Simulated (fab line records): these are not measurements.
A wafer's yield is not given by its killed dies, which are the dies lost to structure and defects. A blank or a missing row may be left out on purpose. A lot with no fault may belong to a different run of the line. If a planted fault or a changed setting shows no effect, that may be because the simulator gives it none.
fab line records    flow n5-finfet    part 2 of 2: steps 5 to 6 of 6
[record] lots = 21  wafers = 63  last-day = 18
route steps=1938 shown BEOL_M5@1152 BEOL_M6@1210
lots with no fault: from the same line, run without faults
start-h: hours from the record's opening day to when the first of the lot's shown wafers began    wait-h: hours elapsed since this lot's preceding step    " as in the row above    L1.1+2: a row that stands for several wafers    - either no value or no given start    * or withheld: withheld    < > ~ a bound
route shown NAME@n: a module of which the file shows steps, and the number in the route of the first    usual: the fault-free wafers' mean and standard deviation    same: alike in all rows    chamber/n: place in a boat    sites: readings site by site    _std_site: the values' standard deviation    _edge_site: the outer-site mean with the inner-site mean subtracted    radius-mm: how far each site lies from the wafer's centre    mask NAME#n: copy n    behind: the tool/chamber that last shaped the wafer    hold: why the lot was held/for how many hours/how that ended    device: which transistor (n, p or np) failed to switch    end of line: at the end of the route, the tests of the same wafers    where a step has no rows: the recipe by itself    killed: at the first sort, the dies lost to defects and structure; wafer yield is something else    map: shows each die of a wafer: x if killed, . if not, _ if none is there
set.NAME: the setting that was run; set.NAME@STEP: the one run at that earlier step    model.NAME: the simulator's own value behind a step, which no gauge read
the route's steps for a sample of lots (tables are steps, rows are wafers)
services: when a tool's chamber went out of use (start-h, in hours from the record's first day, below 0 if earlier), for how many hours, and the reason
[[steps]]
[step N5_BEOL_M6_DESCUM_16]
[recipe] chemistry = O2  time-s = 7.9  source-power-w = 50  bias-power-w = 20  pressure-mtorr = 20  rf-frequency-hz = 2.712e+07  temp-c = 40  resist = CAR-ArF  o2-flow-sccm = 225
[usual] drypump-motor-current-A = 5.5/0.44  oes-product-au = 0.79/0.057  rf-fwd-power-W = 49.44/0.24  rf-vpp-V = 243.2/1.3  showerhead-plenum-p-Torr = 2.09/0.065  throttle-valve-pct = 20.41/0.24
lot.wafer  tool         chamber  start-h  wait-h  drypump-motor-current-A  oes-product-au  rf-fwd-power-W  rf-hours-counter-h  rf-vpp-V  showerhead-plenum-p-Torr  throttle-valve-pct
L074.4     rie-diel-06  0        192.99   0.0     6.2                      0.86            49.40           41                  242.1     2.03                      20.44
L074.5     "            2        "        "       5.4                      0.80            49.50           -                   243.0     2.01                      20.33
L074.6     "            1        "        "       4.8                      0.73            49.10           -                   242.5     2.02                      20.74
L075.2     rie-diel-02  2        200.07   0.2     5.1                      0.89            49.68           35                  243.2     2.04                      20.60
L075.4     "            0        "        "       5.4                      0.72            49.05           161                 243.0     2.07                      20.48
L075.6     "            2        "        "       5.1                      0.89            49.60           -                   242.4     2.04                      20.63
L076.2     rie-diel-03  3        202.84   0.0     6.0                      0.76            49.80           140                 243.9     2.09                      20.14
L076.3     "            0        "        "       5.5                      0.83            49.59           79                  246.0     2.21                      19.98
L076.5     "            3        "        "       6.0                      0.76            49.74           -                   243.2     2.09                      20.15
L077.1     rie-diel-02  0        203.33   0.2     5.4                      0.71            49.15           162                 243.2     2.07                      20.50
L077.2     "            3        "        "       5.4                      0.77            49.22           154                 244.9     2.20                      20.60
L077.5     "            0        "        "       5.4                      0.71            49.46           -                   244.5     2.07                      20.48
L078.2     rie-diel-06  0        226.18   0.0     6.2                      0.86            49.32           52                  242.7     2.03                      20.46
L078.5     "            1        "        "       4.8                      0.71            49.36           -                   241.9     2.02                      20.75
L078.6     "            0        "        "       6.3                      0.85            49.34           -                   242.5     2.03                      20.45
L079.3     rie-diel-03  3        229.83   0.0     6.0                      0.74            49.62           150                 241.5     2.08                      20.16
L079.4     "            2        "        "       5.6                      0.85            49.38           48                  242.5     2.13                      20.03
L079.5     "            0        "        "       5.5                      0.81            49.50           -                   244.9     2.21                      20.00
L080.2     rie-diel-02  2        237.31   0.3     5.1                      0.88            49.17           49                  242.2     2.04                      20.65
L080.5     "            3        "        "       5.4                      0.76            49.56           -                   244.7     2.19                      20.61
L080.6     "            2        "        "       5.1                      0.87            49.28           -                   242.7     2.04                      20.65
L081.2     rie-diel-03  2        237.65   0.0     5.6                      0.85            49.40           51                  243.8     2.13                      20.04
L081.4     "            0        "        "       5.5                      0.82            49.37           92                  244.2     2.21                      20.01
L081.5     "            1        "        "       6.1                      0.87            49.38           -                   242.7     2.13                      20.18
L082.1     rie-diel-02  2        241.20   0.0     5.1                      0.87            49.28           51                  242.3     2.04                      20.63
L082.3     "            3        "        "       5.4                      0.76            49.68           168                 245.2     2.19                      20.63
L082.5     "            1        "        "       5.1                      0.84            49.59           -                   242.5     2.03                      20.39
L085.1     rie-diel-03  2        253.54   0.2     5.6                      0.84            49.32           56                  244.1     2.12                      20.05
L085.2     "            0        "        "       5.4                      0.80            49.60           97                  243.2     2.21                      20.00
L085.6     "            2        "        "       5.6                      0.84            49.43           -                   243.5     2.12                      20.07
L083.1     rie-diel-03  0        258.76   0.0     5.4                      0.81            49.54           98                  244.9     2.21                      20.01
L083.3     "            3        "        "       6.0                      0.74            49.62           160                 243.6     2.08                      20.17
L083.4     "            1        "        "       6.1                      0.86            49.26           67                  243.1     2.13                      20.21
L084.2     rie-diel-02  3        262.90   0.1     5.4                      0.75            49.67           175                 245.5     2.19                      20.63
L084.4     "            0        "        "       5.4                      0.70            48.90           184                 243.7     2.06                      20.51
L084.6     "            0        "        "       5.4                      0.70            49.16           -                   243.6     2.06                      20.52
L087.3     rie-diel-03  3        263.01   0.0     6.0                      0.73            49.56           161                 242.3     2.08                      20.18
L087.4     "            2        "        "       5.6                      0.83            49.48           60                  244.7     2.12                      20.05
L087.5     "            3        "        "       6.0                      0.74            49.70           -                   241.1     2.08                      20.17
L086.3     rie-diel-03  2        267.45   0.4     5.6                      0.83            49.41           61                  244.3     2.12                      20.06
L086.4     "            3        "        "       6.0                      0.73            49.77           163                 242.5     2.08                      20.18
L086.5     "            1        "        "       6.1                      0.85            49.08           -                   244.2     2.13                      20.23
L089.2     rie-diel-02  0        278.76   0.1     5.4                      0.70            49.08           190                 243.5     2.06                      20.53
L089.3     "            2        "        "       5.1                      0.84            49.45           64                  243.7     2.03                      20.66
L089.5     "            0        "        "       5.4                      0.70            48.87           -                   242.4     2.06                      20.54
L090.3     rie-diel-06  2        295.23   0.0     5.4                      0.78            49.63           134                 242.5     2.00                      20.37
L090.4     "            3        "        "       6.6                      0.76            49.93           128                 243.3     2.11                      20.69
L090.5     "            0        "        "       6.2                      0.83            49.40           -                   242.2     2.02                      20.47
L092.1     rie-diel-02  0        303.37   0.4     5.4                      0.69            49.10           198                 244.1     2.06                      20.53
L092.2     "            3        "        "       5.4                      0.74            49.62           188                 245.7     2.18                      20.66
L092.3     "            1        "        "       5.0                      0.80            49.91           84                  242.7     2.02                      20.43
L093.2     rie-diel-02  3        310.81   0.0     5.4                      0.73            49.39           190                 246.8     2.18                      20.66
L093.3     "            2        "        "       5.1                      0.84            49.69           75                  242.3     2.03                      20.68
L093.4     "            0        "        "       5.4                      0.68            49.08           201                 242.0     2.06                      20.56
L094.1     rie-diel-02  3        319.34   0.2     5.4                      0.73            49.50           194                 242.7     2.18                      20.66
L094.5     "            3        "        "       5.4                      0.73            49.51           -                   245.3     2.18                      20.67
L094.6     "            2        "        "       5.1                      0.83            49.39           -                   243.0     2.03                      20.70
L097.2     rie-diel-03  3        326.78   0.4     6.0                      0.72            49.71           181                 242.4     2.07                      20.20
L097.4     "            1        "        "       6.1                      0.82            49.23           92                  243.9     2.12                      20.25
L097.5     "            2        "        "       5.6                      0.80            49.43           -                   242.1     2.11                      20.10
L095.2     rie-diel-02  2        329.77   0.0     5.1                      0.82            49.28           82                  242.4     2.03                      20.69
L095.3     "            0        "        "       5.4                      0.69            48.80           207                 242.0     2.06                      20.56
L095.4     "            1        "        "       5.1                      0.78            49.72           93                  242.1     2.02                      20.45
[step N5_BEOL_M6_STRIP_36]
[recipe] chemistry = N2/H2  power-w = 450  temp-c = 40  pressure-mtorr = 20  rf-frequency-hz = 6e+07  overash-fraction = 0.3  bias-power-w = 7  h2-frac = 0.5  n2-flow-sccm = 200  h2-flow-sccm = 200
[usual] drypump-motor-current-A = 5.7/0.48  h2-flow-sccm = 200.1/0.66  oes-product-au = 0.79/0.051  rf-vpp-V = 59.3/1.4  showerhead-plenum-p-Torr = 2.54/0.076  throttle-valve-pct = 23.5/0.38
lot.wafer  tool         chamber  start-h  wait-h  drypump-motor-current-A  h2-flow-sccm  oes-product-au  rf-hours-counter-h  rf-vpp-V  showerhead-plenum-p-Torr  throttle-valve-pct
L074.4     rie-diel-06  3        198.02   0.0     6.6                      201.8         0.79            97                  59.1      2.57                      24.1
L074.5     "            2        "        "       5.4                      201.0         0.80            -                   58.8      2.45                      23.4
L074.6     "            3        "        "       6.6                      201.1         0.78            -                   59.6      2.57                      24.0
L075.2     rie-diel-03  3        202.62   0.0     6.0                      199.5         0.77            139                 58.3      2.54                      23.7
L075.4     "            2        "        "       5.6                      200.1         0.85            38                  61.8      2.58                      23.0
L075.6     "            3        "        "       6.0                      199.5         0.76            -                   58.3      2.54                      23.7
L077.1     rie-diel-03  3        205.23   0.0     6.0                      200.6         0.75            141                 59.5      2.54                      23.7
L077.2     "            1        "        "       6.1                      200.2         0.88            50                  58.6      2.58                      23.4
L077.5     "            2        "        "       5.6                      200.7         0.86            -                   60.3      2.58                      23.0
L076.2     rie-diel-02  2        206.01   0.0     5.2                      200.0         0.87            37                  59.6      2.49                      24.2
L076.3     "            1        "        "       5.1                      199.7         0.85            47                  59.5      2.48                      23.7
L076.5     "            2        "        "       5.2                      200.1         0.87            -                   58.3      2.49                      24.2
L078.2     rie-diel-06  0        229.04   0.0     6.2                      202.2         0.85            53                  60.2      2.47                      23.6
L078.5     "            3        "        "       6.6                      200.3         0.77            -                   59.2      2.56                      24.1
L078.6     "            0        "        "       6.2                      200.0         0.85            -                   59.6      2.47                      23.6
L079.3     rie-diel-02  0        232.44   0.0     5.4                      199.2         0.73            173                 58.2      2.53                      23.9
L079.4     "            1        "        "       5.1                      198.9         0.84            57                  59.2      2.48                      23.7
L079.5     "            1        "        "       5.1                      199.8         0.84            -                   56.7      2.47                      23.7
L080.2     rie-diel-03  2        239.44   0.0     5.6                      200.4         0.84            51                  56.2      2.57                      23.0
L080.5     "            2        "        "       5.6                      200.9         0.84            -                   61.1      2.57                      23.0
L080.6     "            3        "        "       6.0                      201.0         0.74            -                   58.9      2.53                      23.7
L081.2     rie-diel-02  1        239.67   0.0     5.1                      201.2         0.83            60                  57.4      2.47                      23.7
L081.4     "            3        "        "       5.4                      199.5         0.77            167                 62.0      2.64                      23.5
L081.5     "            0        "        "       5.4                      200.0         0.72            -                   59.0      2.53                      23.9
L082.1     rie-diel-02  1        243.85   0.0     5.1                      199.9         0.82            61                  62.5      2.47                      23.7
L082.3     "            0        "        "       5.4                      199.4         0.70            177                 58.1      2.53                      23.9
L082.5     "            1        "        "       5.0                      200.2         0.84            -                   59.6      2.47                      23.7
L085.1     rie-diel-06  3        257.85   0.0     6.6                      200.1         0.77            116                 58.5      2.56                      24.1
L085.2     "            1        "        "       4.9                      198.7         0.72            190                 58.4      2.40                      23.6
L085.6     "            1        "        "       4.8                      200.7         0.71            -                   59.2      2.40                      23.6
L083.1     rie-diel-03  2        261.67   0.0     5.6                      199.4         0.83            59                  58.3      2.57                      23.0
L083.3     "            0        "        "       5.5                      200.2         0.80            99                  60.0      2.67                      23.0
L083.4     "            3        "        "       6.0                      198.9         0.73            161                 59.3      2.53                      23.7
L087.3     rie-diel-03  0        264.59   0.0     5.5                      200.0         0.80            100                 61.8      2.67                      23.0
L087.4     "            2        "        "       5.6                      199.0         0.84            60                  61.0      2.57                      23.0
L087.5     "            0        "        "       5.5                      199.9         0.80            -                   57.6      2.67                      23.0
L084.2     rie-diel-06  1        264.76   0.0     4.9                      199.0         0.71            193                 58.6      2.40                      23.6
L084.4     "            2        "        "       5.4                      199.7         0.78            125                 57.4      2.44                      23.4
L084.6     "            1        "        "       4.9                      199.3         0.70            -                   59.8      2.40                      23.6
L086.3     rie-diel-03  2        268.92   0.0     5.6                      198.6         0.83            61                  59.1      2.57                      23.0
L086.4     "            1        "        "       6.1                      200.6         0.86            71                  57.8      2.58                      23.4
L086.5     "            0        "        "       5.4                      199.4         0.81            -                   61.2      2.67                      23.0
L089.2     rie-diel-03  1        281.09   0.0     6.2                      199.4         0.85            76                  59.5      2.57                      23.4
L089.3     "            0        "        "       5.5                      200.7         0.81            107                 57.8      2.66                      23.0
L089.5     "            3        "        "       6.0                      200.6         0.74            -                   60.7      2.52                      23.8
L090.3     rie-diel-03  2        298.82   0.0     5.6                      199.2         0.80            72                  58.5      2.56                      23.0
L090.4     "            3        "        "       6.0                      200.3         0.73            174                 59.3      2.52                      23.7
L090.5     "            0        "        "       5.5                      200.7         0.78            -                   57.8      2.66                      23.0
L092.1     rie-diel-06  1        305.91   0.0     4.9                      200.0         0.70            206                 59.5      2.40                      23.6
L092.2     "            0        "        "       6.3                      200.1         0.81            78                  59.2      2.46                      23.6
L092.3     "            2        "        "       5.4                      199.6         0.75            137                 58.7      2.43                      23.4
L093.2     rie-diel-02  1        313.05   0.0     5.0                      198.4         0.80            87                  57.9      2.46                      23.7
L093.3     "            0        "        "       5.4                      199.4         0.68            201                 57.2      2.52                      23.9
L093.4     "            2        "        "       5.1                      200.0         0.82            75                  58.7      2.47                      24.3
L094.1     rie-diel-03  0        323.10   0.0     5.5                      199.8         0.78            123                 56.1      2.66                      23.0
L094.5     "            0        "        "       5.5                      200.7         0.77            -                   60.6      2.66                      23.0
L094.6     "            3        "        "       6.0                      200.1         0.72            -                   57.8      2.52                      23.7
L097.2     rie-diel-06  1        328.63   0.0     4.8                      199.7         0.69            215                 61.7      2.39                      23.7
L097.4     "            2        "        "       5.4                      200.3         0.76            145                 59.4      2.43                      23.4
L097.5     "            3        "        "       6.6                      199.4         0.74            -                   59.7      2.55                      24.1
L095.2     rie-diel-06  1        332.71   0.0     4.9                      200.1         0.69            217                 57.5      2.39                      23.7
L095.3     "            3        "        "       6.6                      200.6         0.74            140                 61.5      2.55                      24.1
L095.4     "            2        "        "       5.4                      200.2         0.75            147                 57.2      2.43                      23.4
[[services]]
tool            chamber  start-h  hours  kind
rie-diel-06     0        162.38   3.7    repair
rie-diel-02     1        162.82   3.1    repair
pvd-sputter-03  -        164.10   7.1    repair
pecvd-01        2        190.23   2.3    repair
rie-diel-05     3        190.29   7.9    repair
rie-diel-01     1        194.00   11.3   repair
rie-diel-01     0        197.51   3.7    repair
pecvd-02        -        214.93   1.0    repair
rie-diel-01     3        226.04   5.8    repair
rie-diel-01     2        236.17   32.3   repair
rie-diel-01     -        236.82   0.8    repair
rie-diel-06     3        237.05   5.0    repair
rie-diel-04     1        253.83   13.9   repair
pecvd-01        -        255.43   0.8    repair
pecvd-03        0        272.97   3.5    repair
rie-diel-01     1        279.30   8.4    repair
rie-diel-01     3        286.15   4.1    repair
rie-diel-04     3        287.19   4.6    repair
pvd-sputter-02  -        288.76   8.9    repair
rie-diel-05     -        295.90   14.6   pm
rie-diel-03     3        307.60   7.1    repair
pecvd-03        1        319.66   12.4   repair
pvd-sputter-01  -        326.48   1.0    repair
pecvd-01        -        330.04   1.3    repair
